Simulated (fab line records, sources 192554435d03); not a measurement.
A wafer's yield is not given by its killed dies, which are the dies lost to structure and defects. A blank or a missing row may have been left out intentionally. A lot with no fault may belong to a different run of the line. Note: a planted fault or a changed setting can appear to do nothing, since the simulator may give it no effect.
Chamber matching / flow n5 finfet / 4 sister chambers for N5_BEOL_M1_ALD_84 on ald metal-04
The step deposits TaN, pulse time 2 s, purge time 3 s, co reactant purge time 2 s. 4 wafers are shown with their chamber, then 9 later ones without.

== EACH WAFER AND ITS CHAMBER ==
wafer=L090.2; chamber=1; heater power w (W)=461
wafer=L090.5; chamber=2; heater power w (W)=380
wafer=L091.3; chamber=3; heater power w (W)=369
wafer=L091.6; chamber=0; heater power w (W)=415

== WAFERS MISSING THEIR CHAMBER ==
wafer=L092.1; heater power w (W)=421
wafer=L092.2; heater power w (W)=385
wafer=L092.3; heater power w (W)=385
wafer=L096.2; heater power w (W)=381
wafer=L096.4; heater power w (W)=455
wafer=L096.6; heater power w (W)=427
wafer=L097.3; heater power w (W)=375
wafer=L097.5; heater power w (W)=433
wafer=L097.6; heater power w (W)=463

== CHAMBER TAKEN BY EACH ==
wafer=L092.1; from the rows above=0; in truth=0
wafer=L092.2; from the rows above=can't be placed: 2 or 3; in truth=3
wafer=L092.3; from the rows above=can't be placed: 2 or 3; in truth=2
wafer=L096.2; from the rows above=can't be placed: 2 or 3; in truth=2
wafer=L096.4; from the rows above=1; in truth=1
wafer=L096.6; from the rows above=0; in truth=0
wafer=L097.3; from the rows above=can't be placed: 2 or 3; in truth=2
wafer=L097.5; from the rows above=can't be placed: 0 or 1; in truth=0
wafer=L097.6; from the rows above=1; in truth=1
4 of 9 placed correctly. Not placeable from these rows: 5 (in 5, the candidates include the true chamber). Placed wrongly: 0.
How it was worked out, from the rows above alone: a wafer's distance from a chamber is the root of the sum, over the readings, of the square of ((its reading less the chamber's mean) divided by the reading's scatter). The wafer belongs to the nearest chamber; if the next one is less than 2 further off, it can't be placed. For every chamber, the mean is computed from those of its wafers that are shown. The scatter: root of mean squared gap, hidden wafer to nearest shown wafer, with one shown wafer a chamber.
